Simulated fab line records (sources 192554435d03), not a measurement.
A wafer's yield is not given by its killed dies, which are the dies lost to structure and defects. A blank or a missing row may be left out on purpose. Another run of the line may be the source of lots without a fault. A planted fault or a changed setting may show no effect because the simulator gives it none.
Lot-split experiment :: flow n5_finfet :: 39 wafers read across 7 lots, on a route 1938 steps long

THE SPLIT
At N5_PMOS_HMC_CHANNEL_EPI_HM_DEP_34 (deposits SiO2 from TEOS/O2, target thk 36 nm, time 6.9 s), the setting target_thk_a was moved away from the recipe's 360 angstrom on 15 of the 39 wafers read, by -54.1% to +58.9%. This setting was run at the recipe's value on the other wafers.

The reading comes from the split's own step.

THE READING
SiO2_of_PMOS_HMC_CHANNEL_EPI_HM_DEP_34.thk_nm (the simulator's own value, which no gauge read), in nm, at N5_PMOS_HMC_CHANNEL_EPI_HM_DEP_34 (deposits SiO2 from TEOS/O2, target thk 36 nm, time 6.9 s). No usual value for it is given in the file. Here, 24 wafers ran the recipe; their average is 36.14 nm with a standard deviation of 0.52 nm.

wafer: L084.1
tool, chamber at the split: pecvd-02, 1
target_thk_a as run, angstrom: 165.3
against the recipe: -54.1%
SiO2_of_PMOS_HMC_CHANNEL_EPI_HM_DEP_34.thk_nm, nm: 16.43
against lot-mates on the recipe: -20.01

wafer: L084.2
tool, chamber at the split: pecvd-02, 2
target_thk_a as run, angstrom: 165.3
against the recipe: -54.1%
SiO2_of_PMOS_HMC_CHANNEL_EPI_HM_DEP_34.thk_nm, nm: 16.55
against lot-mates on the recipe: -19.89

wafer: L084.3
tool, chamber at the split: pecvd-02, 0
target_thk_a as run, angstrom: 360
against the recipe: recipe
SiO2_of_PMOS_HMC_CHANNEL_EPI_HM_DEP_34.thk_nm, nm: 36.26
against lot-mates on the recipe: -

wafer: L084.4
tool, chamber at the split: pecvd-02, 2
target_thk_a as run, angstrom: 360
against the recipe: recipe
SiO2_of_PMOS_HMC_CHANNEL_EPI_HM_DEP_34.thk_nm, nm: 36.37
against lot-mates on the recipe: -

wafer: L084.5
tool, chamber at the split: pecvd-02, 0
target_thk_a as run, angstrom: 360
against the recipe: recipe
SiO2_of_PMOS_HMC_CHANNEL_EPI_HM_DEP_34.thk_nm, nm: 36.68
against lot-mates on the recipe: -

wafer: L084.6
tool, chamber at the split: pecvd-02, 1
target_thk_a as run, angstrom: 165.3
against the recipe: -54.1%
SiO2_of_PMOS_HMC_CHANNEL_EPI_HM_DEP_34.thk_nm, nm: 16.41
against lot-mates on the recipe: -20.03

wafer: L085.1
tool, chamber at the split: pecvd-01, 0
target_thk_a as run, angstrom: 571.9
against the recipe: +58.9%
SiO2_of_PMOS_HMC_CHANNEL_EPI_HM_DEP_34.thk_nm, nm: 56.13
against lot-mates on the recipe: +19.96

wafer: L085.2
tool, chamber at the split: pecvd-01, 2
target_thk_a as run, angstrom: 571.9
against the recipe: +58.9%
SiO2_of_PMOS_HMC_CHANNEL_EPI_HM_DEP_34.thk_nm, nm: 56.38
against lot-mates on the recipe: +20.21

wafer: L085.3
tool, chamber at the split: pecvd-01, 0
target_thk_a as run, angstrom: 571.9
against the recipe: +58.9%
SiO2_of_PMOS_HMC_CHANNEL_EPI_HM_DEP_34.thk_nm, nm: 57.45
against lot-mates on the recipe: +21.28

wafer: L085.4
tool, chamber at the split: pecvd-01, 2
target_thk_a as run, angstrom: 360
against the recipe: recipe
SiO2_of_PMOS_HMC_CHANNEL_EPI_HM_DEP_34.thk_nm, nm: 36.41
against lot-mates on the recipe: -

wafer: L085.5
tool, chamber at the split: pecvd-01, 2
target_thk_a as run, angstrom: 360
against the recipe: recipe
SiO2_of_PMOS_HMC_CHANNEL_EPI_HM_DEP_34.thk_nm, nm: 36.11
against lot-mates on the recipe: -

wafer: L085.6
tool, chamber at the split: pecvd-01, 0
target_thk_a as run, angstrom: 360
against the recipe: recipe
SiO2_of_PMOS_HMC_CHANNEL_EPI_HM_DEP_34.thk_nm, nm: 36
against lot-mates on the recipe: -

wafer: L088.1
tool, chamber at the split: pecvd-01, 0
target_thk_a as run, angstrom: 360
against the recipe: recipe
SiO2_of_PMOS_HMC_CHANNEL_EPI_HM_DEP_34.thk_nm, nm: 35.63
against lot-mates on the recipe: -

wafer: L088.2
tool, chamber at the split: pecvd-01, 1
target_thk_a as run, angstrom: 360
against the recipe: recipe
SiO2_of_PMOS_HMC_CHANNEL_EPI_HM_DEP_34.thk_nm, nm: 34.95
against lot-mates on the recipe: -

wafer: L088.3
tool, chamber at the split: pecvd-01, 2
target_thk_a as run, angstrom: 360
against the recipe: recipe
SiO2_of_PMOS_HMC_CHANNEL_EPI_HM_DEP_34.thk_nm, nm: 35.62
against lot-mates on the recipe: -

wafer: L088.4
tool, chamber at the split: pecvd-01, 0
target_thk_a as run, angstrom: 360
against the recipe: recipe
SiO2_of_PMOS_HMC_CHANNEL_EPI_HM_DEP_34.thk_nm, nm: 36.44
against lot-mates on the recipe: -

wafer: L088.5
tool, chamber at the split: pecvd-01, 2
target_thk_a as run, angstrom: 360
against the recipe: recipe
SiO2_of_PMOS_HMC_CHANNEL_EPI_HM_DEP_34.thk_nm, nm: 36.31
against lot-mates on the recipe: -

wafer: L088.6
tool, chamber at the split: pecvd-01, 1
target_thk_a as run, angstrom: 360
against the recipe: recipe
SiO2_of_PMOS_HMC_CHANNEL_EPI_HM_DEP_34.thk_nm, nm: 36.16
against lot-mates on the recipe: -

wafer: L089.3
tool, chamber at the split: pecvd-04, 0
target_thk_a as run, angstrom: 360
against the recipe: recipe
SiO2_of_PMOS_HMC_CHANNEL_EPI_HM_DEP_34.thk_nm, nm: 36.16
against lot-mates on the recipe: -

wafer: L089.4
tool, chamber at the split: pecvd-04, 1
target_thk_a as run, angstrom: 360
against the recipe: recipe
SiO2_of_PMOS_HMC_CHANNEL_EPI_HM_DEP_34.thk_nm, nm: 37.31
against lot-mates on the recipe: -

wafer: L089.5
tool, chamber at the split: pecvd-04, 0
target_thk_a as run, angstrom: 360
against the recipe: recipe
SiO2_of_PMOS_HMC_CHANNEL_EPI_HM_DEP_34.thk_nm, nm: 36.9
against lot-mates on the recipe: -

wafer: L091.1
tool, chamber at the split: pecvd-02, 1
target_thk_a as run, angstrom: 457.7
against the recipe: +27.1%
SiO2_of_PMOS_HMC_CHANNEL_EPI_HM_DEP_34.thk_nm, nm: 44.93
against lot-mates on the recipe: +9.22

wafer: L091.2
tool, chamber at the split: pecvd-02, 2
target_thk_a as run, angstrom: 457.7
against the recipe: +27.1%
SiO2_of_PMOS_HMC_CHANNEL_EPI_HM_DEP_34.thk_nm, nm: 44.78
against lot-mates on the recipe: +9.07

wafer: L091.3
tool, chamber at the split: pecvd-02, 0
target_thk_a as run, angstrom: 360
against the recipe: recipe
SiO2_of_PMOS_HMC_CHANNEL_EPI_HM_DEP_34.thk_nm, nm: 35.2
against lot-mates on the recipe: -

wafer: L091.4
tool, chamber at the split: pecvd-02, 1
target_thk_a as run, angstrom: 360
against the recipe: recipe
SiO2_of_PMOS_HMC_CHANNEL_EPI_HM_DEP_34.thk_nm, nm: 36.01
against lot-mates on the recipe: -

wafer: L091.5
tool, chamber at the split: pecvd-02, 0
target_thk_a as run, angstrom: 457.7
against the recipe: +27.1%
SiO2_of_PMOS_HMC_CHANNEL_EPI_HM_DEP_34.thk_nm, nm: 45.65
against lot-mates on the recipe: +9.94

wafer: L091.6
tool, chamber at the split: pecvd-02, 2
target_thk_a as run, angstrom: 360
against the recipe: recipe
SiO2_of_PMOS_HMC_CHANNEL_EPI_HM_DEP_34.thk_nm, nm: 35.93
against lot-mates on the recipe: -

wafer: L092.1
tool, chamber at the split: pecvd-02, 0
target_thk_a as run, angstrom: 360
against the recipe: recipe
SiO2_of_PMOS_HMC_CHANNEL_EPI_HM_DEP_34.thk_nm, nm: 35.95
against lot-mates on the recipe: -

wafer: L092.2
tool, chamber at the split: pecvd-02, 2
target_thk_a as run, angstrom: 474.1
against the recipe: +31.7%
SiO2_of_PMOS_HMC_CHANNEL_EPI_HM_DEP_34.thk_nm, nm: 46.9
against lot-mates on the recipe: +10.51

wafer: L092.3
tool, chamber at the split: pecvd-02, 1
target_thk_a as run, angstrom: 474.1
against the recipe: +31.7%
SiO2_of_PMOS_HMC_CHANNEL_EPI_HM_DEP_34.thk_nm, nm: 47.05
against lot-mates on the recipe: +10.66

wafer: L092.4
tool, chamber at the split: pecvd-02, 0
target_thk_a as run, angstrom: 474.1
against the recipe: +31.7%
SiO2_of_PMOS_HMC_CHANNEL_EPI_HM_DEP_34.thk_nm, nm: 47.86
against lot-mates on the recipe: +11.47

wafer: L092.5
tool, chamber at the split: pecvd-02, 2
target_thk_a as run, angstrom: 360
against the recipe: recipe
SiO2_of_PMOS_HMC_CHANNEL_EPI_HM_DEP_34.thk_nm, nm: 36.8
against lot-mates on the recipe: -

wafer: L092.6
tool, chamber at the split: pecvd-02, 1
target_thk_a as run, angstrom: 360
against the recipe: recipe
SiO2_of_PMOS_HMC_CHANNEL_EPI_HM_DEP_34.thk_nm, nm: 36.42
against lot-mates on the recipe: -

wafer: L094.1
tool, chamber at the split: pecvd-04, 0
target_thk_a as run, angstrom: 360
against the recipe: recipe
SiO2_of_PMOS_HMC_CHANNEL_EPI_HM_DEP_34.thk_nm, nm: 35.51
against lot-mates on the recipe: -

wafer: L094.2
tool, chamber at the split: pecvd-04, 1
target_thk_a as run, angstrom: 360
against the recipe: recipe
SiO2_of_PMOS_HMC_CHANNEL_EPI_HM_DEP_34.thk_nm, nm: 35.99
against lot-mates on the recipe: -

wafer: L094.3
tool, chamber at the split: pecvd-04, 2
target_thk_a as run, angstrom: 290.1
against the recipe: -19.4%
SiO2_of_PMOS_HMC_CHANNEL_EPI_HM_DEP_34.thk_nm, nm: 28.46
against lot-mates on the recipe: -7.47

wafer: L094.4
tool, chamber at the split: pecvd-04, 1
target_thk_a as run, angstrom: 290.1
against the recipe: -19.4%
SiO2_of_PMOS_HMC_CHANNEL_EPI_HM_DEP_34.thk_nm, nm: 30.09
against lot-mates on the recipe: -5.84

wafer: L094.5
tool, chamber at the split: pecvd-04, 0
target_thk_a as run, angstrom: 360
against the recipe: recipe
SiO2_of_PMOS_HMC_CHANNEL_EPI_HM_DEP_34.thk_nm, nm: 36.28
against lot-mates on the recipe: -

wafer: L094.6
tool, chamber at the split: pecvd-04, 2
target_thk_a as run, angstrom: 290.1
against the recipe: -19.4%
SiO2_of_PMOS_HMC_CHANNEL_EPI_HM_DEP_34.thk_nm, nm: 29.15
against lot-mates on the recipe: -6.78

THE FIT
A straight line over all 39 wafers: SiO2_of_PMOS_HMC_CHANNEL_EPI_HM_DEP_34.thk_nm changes by +0.354 nm for each +1% of target_thk_a; r = +1.00; the points scatter about the line by 0.56 nm.
The same after taking each lot's own level away (the mean of its wafers on the recipe; 39 wafers): +0.355 nm for each +1%; r = +1.00; scatter 0.5 nm.
The reading moves by 21 nm for the largest change in target_thk_a, on that fit.
The lots' own levels span 35.713 to 36.790 nm, that is 2.1 times the standard deviation above.
So the lot-to-lot level changes the slope little: the two slopes agree.
Check: for one of the wafers moved furthest among these (+58.9%), held out of the fit, the line's prediction against its lot-mates is +20.9 nm. It came out at +20 nm against them.

THE FILE'S OWN FIT
SiO2_of_PMOS_HMC_CHANNEL_EPI_HM_DEP_34.thk_nm changes by +0.355 nm for each +1% of target_thk_a, r = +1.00.
